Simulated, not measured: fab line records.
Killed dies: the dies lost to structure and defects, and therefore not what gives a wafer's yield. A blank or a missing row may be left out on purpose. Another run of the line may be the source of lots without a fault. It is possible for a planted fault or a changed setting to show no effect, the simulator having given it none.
Which of the tools did it? ; flow n5_finfet ; 72 wafers from 24 lots sampled at 6 of the route's 1938 steps

## WHAT THE GAUGES READ, wafer by wafer
Not one reading of a measure or inspect step in the record can be checked against a usual standard deviation.

## TOOL THAT RAN EACH LOT (tool first, then ch and the chambers of the sampled wafers, then the start)
lot;N5_SDB_ALD_29;N5_HKMG_FIN_HK_ANNEAL_02;N5_HKMG_FIN_STRIP_57;N5_HKMG_FIN_ALD_91;N5_HKMG_FIN_ETCHBACK_68;N5_GATE_CUT_ETCHBACK_00
L074;ald_sin-02 ch 1,2,3, day 3 17:34;rtp_anneal-02 ch 0, day 3 21:28;rie_diel-06 ch 1,2,3, day 3 22:32;ald_metal-04 ch 0,1,2, day 4 02:39;rie_metal-01 ch 0,1, day 4 04:19;rie_metal-02 ch 0,1, day 4 06:07
L075;ald_sin-02 ch 2,3, day 4 03:11;rtp_anneal-01 ch 0, day 4 07:07;rie_diel-02 ch 1,3, day 4 08:13;ald_metal-03 ch 1,2,3, day 4 12:18;rie_metal-03 ch 1, day 4 13:55;rie_metal-03 ch 1, day 4 15:44
L076;ald_sin-02 ch 2,3, day 4 08:01;rtp_anneal-01 ch 0, day 4 11:58;rie_diel-02 ch 0,1,3, day 4 13:06;ald_metal-04 ch 0,2, day 4 17:10;rie_metal-03 ch 0,1, day 4 18:48;rie_metal-02 ch 0,1, day 4 20:37
L078;ald_sin-02 ch 1,2,3, day 4 18:44;rtp_anneal-02 ch 0, day 4 22:34;rie_diel-02 ch 1,2,3, day 4 23:34;ald_metal-04 ch 0,3, day 5 03:39;rie_metal-03 ch 0,1, day 5 05:25;rie_metal-02 ch 0,1, day 5 07:13
L077;ald_sin-03 ch 1,2,3, day 4 19:06;rtp_anneal-01 ch 0, day 4 23:15;rie_diel-06 ch 0,2,3, day 5 00:37;ald_metal-03 ch 0,1,2, day 5 04:41;rie_metal-02 ch 0,1, day 5 06:21;rie_metal-01 ch 0,1, day 5 08:10
L079;ald_sin-03 ch 0,1, day 5 02:11;rtp_anneal-02 ch 0, day 5 06:13;rie_diel-06 ch 0,2,3, day 5 07:20;ald_metal-04 ch 0,2, day 5 11:18;rie_metal-01 ch 1, day 5 12:56;rie_metal-03 ch 0,1, day 5 14:44
L080;ald_sin-02 ch 0,3, day 5 07:58;rtp_anneal-02 ch 0, day 5 12:16;rie_diel-05 ch 1,2,3, day 5 13:26;ald_metal-02 ch 1,2, day 5 17:31;rie_metal-03 ch 0,1, day 5 19:14;rie_metal-03 ch 0,1, day 5 21:03
L081;ald_sin-04 ch 2,3, day 5 14:49;rtp_anneal-02 ch 0, day 5 18:50;rie_diel-05 ch 1,2,3, day 5 19:59;ald_metal-04 ch 0,3, day 6 00:10;rie_metal-03 ch 0,1, day 6 01:59;rie_metal-02 ch 0,1, day 6 03:49
L082;ald_sin-02 ch 0,1,3, day 5 22:06;rtp_anneal-02 ch 0, day 6 02:06;rie_diel-05 ch 0,1,2, day 6 03:14;ald_metal-04 ch 0,3, day 6 07:37;rie_metal-03 ch 0,1, day 6 09:14;rie_metal-01 ch 0,1, day 6 11:02
L083;ald_sin-03 ch 1,2,3, day 6 01:05;rtp_anneal-01 ch 0, day 6 05:07;rie_diel-06 ch 0,1,3, day 6 06:08;ald_metal-03 ch 0,2,3, day 6 10:27;rie_metal-03 ch 0,1, day 6 12:07;rie_metal-03 ch 0,1, day 6 13:55
L084;ald_sin-03 ch 0,3, day 6 05:47;rtp_anneal-01 ch 0, day 6 09:37;rie_diel-06 ch 0,2,3, day 6 10:38;ald_metal-03 ch 1,2,3, day 6 14:46;rie_metal-01 ch 0,1, day 6 16:23;rie_metal-03 ch 0,1, day 6 18:12
L085;ald_sin-02 ch 1,2, day 6 13:46;rtp_anneal-02 ch 0, day 6 17:52;rie_diel-05 ch 0,2, day 6 19:16;ald_metal-04 ch 0,2,3, day 6 23:31;rie_metal-03 ch 1, day 7 01:09;rie_metal-03 ch 0,1, day 7 03:09
L086;ald_sin-04 ch 0,3, day 6 21:28;rtp_anneal-01 ch 0, day 7 01:28;rie_diel-05 ch 2,3, day 7 02:36;ald_metal-03 ch 1,2,3, day 7 06:40;rie_metal-03 ch 0,1, day 7 08:27;rie_metal-01 ch 0,1, day 7 10:27
L087;ald_sin-04 ch 2,3, day 7 02:00;rtp_anneal-01 ch 0, day 7 05:52;rie_diel-02 ch 0,1,2, day 7 06:58;ald_metal-02 ch 0,1,2, day 7 11:01;rie_metal-01 ch 0,1, day 7 12:47;rie_metal-03 ch 0,1, day 7 14:35
L088;ald_sin-04 ch 1,2, day 7 08:51;rtp_anneal-02 ch 0, day 7 12:49;rie_diel-05 ch 0,3, day 7 13:46;ald_metal-03 ch 0,1,2, day 7 18:07;rie_metal-01 ch 0,1, day 7 19:47;rie_metal-01 ch 0,1, day 7 21:37
L089;ald_sin-03 ch 1,2,3, day 7 10:49;rtp_anneal-02 ch 0, day 7 14:41;rie_diel-05 ch 0,2,3, day 7 15:41;ald_metal-04 ch 0,1,2, day 7 19:52;rie_metal-02 ch 0,1, day 7 21:31;rie_metal-02 ch 0,1, day 7 23:19
L090;ald_sin-04 ch 0,1,2, day 7 20:38;rtp_anneal-02 ch 0, day 8 00:28;rie_diel-06 ch 0,2,3, day 8 01:35;ald_metal-02 ch 1,2,3, day 8 05:49;rie_metal-02 ch 0,1, day 8 07:36;rie_metal-03 ch 0,1, day 8 09:26
L091;ald_sin-04 ch 1,3, day 7 23:40;rtp_anneal-01 ch 0, day 8 03:52;rie_diel-02 ch 0,3, day 8 05:08;ald_metal-04 ch 0,2, day 8 09:25;rie_metal-02 ch 0,1, day 8 11:10;rie_metal-03 ch 0,1, day 8 13:00
L092;ald_sin-04 ch 0,2,3, day 8 05:38;rtp_anneal-01 ch 0, day 8 09:33;rie_diel-02 ch 0,2, day 8 10:39;ald_metal-03 ch 0,2,3, day 8 14:58;rie_metal-03 ch 0,1, day 8 16:37;rie_metal-02 ch 0,1, day 8 18:26
L093;ald_sin-04 ch 0,1,3, day 8 15:47;rtp_anneal-01 ch 0, day 8 19:41;rie_diel-06 ch 0,1,3, day 8 20:41;ald_metal-03 ch 0,2,3, day 9 01:09;rie_metal-03 ch 0,1, day 9 03:06;rie_metal-02 ch 0,1, day 9 04:54
L094;ald_sin-03 ch 0,1,2, day 8 16:17;rtp_anneal-02 ch 0, day 8 20:08;rie_diel-05 ch 0,3, day 8 21:15;ald_metal-02 ch 1,3, day 9 01:35;rie_metal-03 ch 0,1, day 9 03:14;rie_metal-03 ch 0,1, day 9 05:05
L095;ald_sin-04 ch 0,1,2, day 8 22:56;rtp_anneal-01 ch 0, day 9 02:47;rie_diel-05 ch 0,3, day 9 04:07;ald_metal-02 ch 1,3, day 9 08:14;rie_metal-02 ch 1, day 9 10:13;rie_metal-03 ch 0,1, day 9 12:07
L096;ald_sin-04 ch 1,2,3, day 9 05:06;rtp_anneal-02 ch 0, day 9 08:56;rie_diel-02 ch 0,3, day 9 10:25;ald_metal-03 ch 1,2,3, day 9 14:23;rie_metal-03 ch 0,1, day 9 16:01;rie_metal-02 ch 0,1, day 9 17:50
L097;ald_sin-04 ch 0,1, day 9 16:17;rtp_anneal-02 ch 0, day 9 20:08;rie_diel-02 ch 0,1, day 9 21:16;ald_metal-02 ch 0,3, day 10 01:22;rie_metal-01 ch 0,1, day 10 03:10;rie_metal-01 ch 0,1, day 10 04:59
- N5_SDB_ALD_29: deposits SiNx, target thk 30 nm, pulse time 1 s, ald cycles 600.
- N5_HKMG_FIN_HK_ANNEAL_02: time 30 s.
- N5_HKMG_FIN_STRIP_57: strips in CF4.
- N5_HKMG_FIN_ALD_91: deposits TiN, target thk 1 nm, pulse time 1 s, purge time 3 s.
- N5_HKMG_FIN_ETCHBACK_68: etches the open film in Cl2/Ar, stops on HfO2, target depth 0.5 nm.
- N5_GATE_CUT_ETCHBACK_00: etches W in SF6/Cl2.

## AS READ BY THE TOOLS THEMSELVES (means over the sampled wafers that have a number; for cases with no such wafer, the mark the record gives instead)
N5_SDB_ALD_29. Usual: heater_power_w 851 W, standard deviation 70; precursor_pulse_height_rel 1.003, standard deviation 0.02.
lot;tool;heater_power_w (W);precursor_pulse_height_rel;flag
L074;ald_sin-02;937;1.000;
L075;ald_sin-02;937;1.033;
L076;ald_sin-02;940;1.016;
L078;ald_sin-02;937;0.988;
L077;ald_sin-03;845;0.998;
L079;ald_sin-03;842;0.998;
L080;ald_sin-02;879;0.996;
L081;ald_sin-04;813;0.989;
L082;ald_sin-02;888;0.985;
L083;ald_sin-03;831;1.000;
L084;ald_sin-03;814;1.006;
L085;ald_sin-02;964;1.014;
L086;ald_sin-04;848;0.986;
L087;ald_sin-04;815;1.017;
L088;ald_sin-04;806;1.014;
L089;ald_sin-03;819;1.011;
L090;ald_sin-04;845;1.019;
L091;ald_sin-04;786;0.994;
L092;ald_sin-04;853;1.002;
L093;ald_sin-04;834;1.005;
L094;ald_sin-03;804;1.021;
L095;ald_sin-04;839;0.996;
L096;ald_sin-04;790;0.987;
L097;ald_sin-04;879;0.998;

N5_HKMG_FIN_HK_ANNEAL_02. Usual: lamp_power_pct 8.80 %, standard deviation 0.057; lamp_zone_1_pct 8.798 %, standard deviation 0.0096; lamp_zone_2_pct 8.799 %, standard deviation 0.0098; wafer_temp_C_max 703.0, standard deviation 0.72.
lot;tool;lamp_power_pct (%);lamp_zone_1_pct (%);lamp_zone_2_pct (%);wafer_temp_C_max;flag
L074;rtp_anneal-02;8.78;8.789;8.793;702.5;
L075;rtp_anneal-01;8.82;8.798;8.797;702.8;
L076;rtp_anneal-01;8.82;8.794;8.795;703.6;
L078;rtp_anneal-02;8.80;8.805;8.800;702.7;
L077;rtp_anneal-01;8.82;8.802;8.799;703.1;
L079;rtp_anneal-02;8.74;8.800;8.797;703.7;
L080;rtp_anneal-02;8.73;8.796;8.799;702.5;
L081;rtp_anneal-02;8.83;8.793;8.799;703.5;
L082;rtp_anneal-02;8.76;8.799;8.798;703.4;
L083;rtp_anneal-01;8.86;8.811;8.802;702.8;
L084;rtp_anneal-01;8.82;8.792;8.809;702.8;
L085;rtp_anneal-02;8.83;8.789;8.798;703.3;
L086;rtp_anneal-01;8.79;8.803;8.794;702.9;
L087;rtp_anneal-01;8.80;8.800;8.801;702.8;
L088;rtp_anneal-02;8.79;8.808;8.805;703.1;
L089;rtp_anneal-02;8.81;8.802;8.800;703.0;
L090;rtp_anneal-02;8.81;8.805;8.806;703.1;
L091;rtp_anneal-01;8.79;8.796;8.799;703.2;
L092;rtp_anneal-01;8.78;8.789;8.796;702.3;
L093;rtp_anneal-01;8.80;8.801;8.805;703.4;
L094;rtp_anneal-02;8.79;8.800;8.796;703.0;
L095;rtp_anneal-01;8.85;8.799;8.796;703.6;
L096;rtp_anneal-02;8.73;8.794;8.797;702.5;
L097;rtp_anneal-02;8.81;8.794;8.795;703.2;

N5_HKMG_FIN_STRIP_57. Usual: drypump_motor_current_A 5.7 A, standard deviation 0.43; oes_product_au 0.78 a.u., standard deviation 0.088; rf_vpp_V 271.6 V, standard deviation 1.3; showerhead_plenum_p_Torr 1.81 Torr, standard deviation 0.042; throttle_valve_pct 13.61 %, standard deviation 0.22.
lot;tool;drypump_motor_current_A (A);oes_product_au (a.u.);rf_vpp_V (V);showerhead_plenum_p_Torr (Torr);throttle_valve_pct (%);flag
L074;rie_diel-06;5.9;0.80;271.4;1.81;13.53;
L075;rie_diel-02;5.4;0.71;270.3;1.75;13.71;
L076;rie_diel-02;5.5;0.70;271.1;1.78;13.83;
L078;rie_diel-02;5.7;0.76;270.8;1.77;13.67;
L077;rie_diel-06;6.0;0.80;271.8;1.81;13.58;
L079;rie_diel-06;6.0;0.80;271.9;1.81;13.59;
L080;rie_diel-05;5.4;0.79;272.8;1.80;13.55;
L081;rie_diel-05;5.4;0.79;270.9;1.80;13.57;
L082;rie_diel-05;5.7;0.73;270.9;1.79;13.72;
L083;rie_diel-06;5.8;0.84;273.0;1.82;13.46;
L084;rie_diel-06;6.0;0.78;271.2;1.80;13.61;
L085;rie_diel-05;6.0;0.71;270.9;1.78;13.72;
L086;rie_diel-05;5.4;0.83;271.8;1.81;13.39;
L087;rie_diel-02;5.3;0.75;271.8;1.82;13.70;
L088;rie_diel-05;5.9;0.77;271.4;1.79;13.58;
L089;rie_diel-05;5.7;0.76;271.3;1.79;13.58;
L090;rie_diel-06;6.0;0.77;270.8;1.80;13.64;
L091;rie_diel-02;5.6;0.77;273.7;1.87;13.81;
L092;rie_diel-02;5.4;0.75;272.4;1.84;13.82;
L093;rie_diel-06;5.8;0.82;271.2;1.81;13.50;
L094;rie_diel-05;5.9;0.76;271.2;1.79;13.59;
L095;rie_diel-05;5.9;0.75;271.2;1.79;13.61;
L096;rie_diel-02;6.0;0.83;272.6;1.89;13.65;
L097;rie_diel-02;5.1;0.69;271.2;1.82;13.90;

N5_HKMG_FIN_ALD_91. Usual: heater_power_w 869 W, standard deviation 96; precursor_pulse_height_rel 1.000, standard deviation 0.021.
lot;tool;heater_power_w (W);precursor_pulse_height_rel;flag
L074;ald_metal-04;870;1.022;
L075;ald_metal-03;896;1.005;
L076;ald_metal-04;875;1.017;
L078;ald_metal-04;847;1.003;
L077;ald_metal-03;925;1.009;
L079;ald_metal-04;888;0.992;
L080;ald_metal-02;827;1.016;
L081;ald_metal-04;776;0.997;
L082;ald_metal-04;761;1.000;
L083;ald_metal-03;951;1.005;
L084;ald_metal-03;883;0.989;
L085;ald_metal-04;839;1.009;
L086;ald_metal-03;900;0.988;
L087;ald_metal-02;828;0.983;
L088;ald_metal-03;909;1.006;
L089;ald_metal-04;875;1.008;
L090;ald_metal-02;780;0.999;
L091;ald_metal-04;889;1.002;
L092;ald_metal-03;968;0.982;
L093;ald_metal-03;969;1.005;
L094;ald_metal-02;829;0.986;
L095;ald_metal-02;815;0.990;
L096;ald_metal-03;886;1.002;
L097;ald_metal-02;869;0.992;

N5_HKMG_FIN_ETCHBACK_68. Usual: drypump_motor_current_A 5.9 A, standard deviation 0.37; oes_ar_750_au 0.71 a.u., standard deviation 0.071; oes_product_au 0.70 a.u., standard deviation 0.066; throttle_valve_pct 20.94 %, standard deviation 0.13.
lot;tool;drypump_motor_current_A (A);oes_ar_750_au (a.u.);oes_product_au (a.u.);throttle_valve_pct (%);flag
L074;rie_metal-01;5.7;0.65;0.65;20.85;
L075;rie_metal-03;6.0;0.79;0.78;20.82;
L076;rie_metal-03;6.3;0.76;0.74;20.89;
L078;rie_metal-03;6.1;0.78;0.75;20.85;
L077;rie_metal-02;5.4;0.68;0.68;21.11;
L079;rie_metal-01;5.7;0.66;0.67;20.75;
L080;rie_metal-03;6.1;0.77;0.75;20.87;
L081;rie_metal-03;6.1;0.76;0.75;20.86;
L082;rie_metal-03;6.3;0.74;0.72;20.89;
L083;rie_metal-03;6.1;0.76;0.74;20.87;
L084;rie_metal-01;5.6;0.63;0.63;20.98;
L085;rie_metal-03;6.0;0.77;0.76;20.84;
L086;rie_metal-03;6.3;0.74;0.71;20.90;
L087;rie_metal-01;5.6;0.63;0.64;20.88;
L088;rie_metal-01;5.6;0.62;0.63;20.99;
L089;rie_metal-02;5.4;0.67;0.66;21.11;
L090;rie_metal-02;5.5;0.64;0.65;21.12;
L091;rie_metal-02;5.4;0.67;0.66;21.12;
L092;rie_metal-03;6.3;0.73;0.71;20.92;
L093;rie_metal-03;6.3;0.73;0.70;20.91;
L094;rie_metal-03;6.1;0.75;0.73;20.88;
L095;rie_metal-02;5.3;0.69;0.68;21.10;
L096;rie_metal-03;6.1;0.75;0.73;20.89;
L097;rie_metal-01;5.6;0.87;0.87;20.83;

N5_GATE_CUT_ETCHBACK_00. Usual: drypump_motor_current_A 5.8 A, standard deviation 0.38; oes_product_au 0.70 a.u., standard deviation 0.064; throttle_valve_pct 27.66 %, standard deviation 0.16.
lot;tool;drypump_motor_current_A (A);oes_product_au (a.u.);throttle_valve_pct (%);flag
L074;rie_metal-02;5.5;0.67;27.84;
L075;rie_metal-03;6.0;0.79;27.48;
L076;rie_metal-02;5.4;0.69;27.84;
L078;rie_metal-02;5.5;0.67;27.85;
L077;rie_metal-01;5.7;0.66;27.54;
L079;rie_metal-03;6.3;0.73;27.56;
L080;rie_metal-03;6.3;0.73;27.55;
L081;rie_metal-02;5.4;0.69;27.84;
L082;rie_metal-01;5.7;0.66;27.54;
L083;rie_metal-03;6.1;0.75;27.54;
L084;rie_metal-03;6.1;0.75;27.53;
L085;rie_metal-03;6.3;0.72;27.55;
L086;rie_metal-01;5.6;0.66;27.54;
L087;rie_metal-03;6.3;0.72;27.55;
L088;rie_metal-01;5.6;0.65;27.55;
L089;rie_metal-02;5.4;0.68;27.84;
L090;rie_metal-03;6.3;0.71;27.57;
L091;rie_metal-03;6.3;0.71;27.58;
L092;rie_metal-02;5.4;0.68;27.85;
L093;rie_metal-02;5.5;0.66;27.84;
L094;rie_metal-03;6.1;0.74;27.54;
L095;rie_metal-03;6.3;0.71;27.57;
L096;rie_metal-02;5.4;0.67;27.85;
L097;rie_metal-01;5.7;0.77;27.53;

## THE ANSWER, worked out from the rows above alone
Rule: lot off if the mean of its wafers having a number is beyond 3 standard deviations from the usual mean. A lot without any number at a reading at which 4 lots or more have one is off too. The other lots that the step has rows for count as sound. After the gauges, taken in route order, come the tools' own readings; for these a lot's mean is taken, as printed above. The first step at which some lot is off is used, and at that step the reading that is off furthest; a lot without a number counts as furthest.
No lot is off at any reading shown: from this, nothing can be told.

## WHAT THE SIMULATOR HAD PUT IN
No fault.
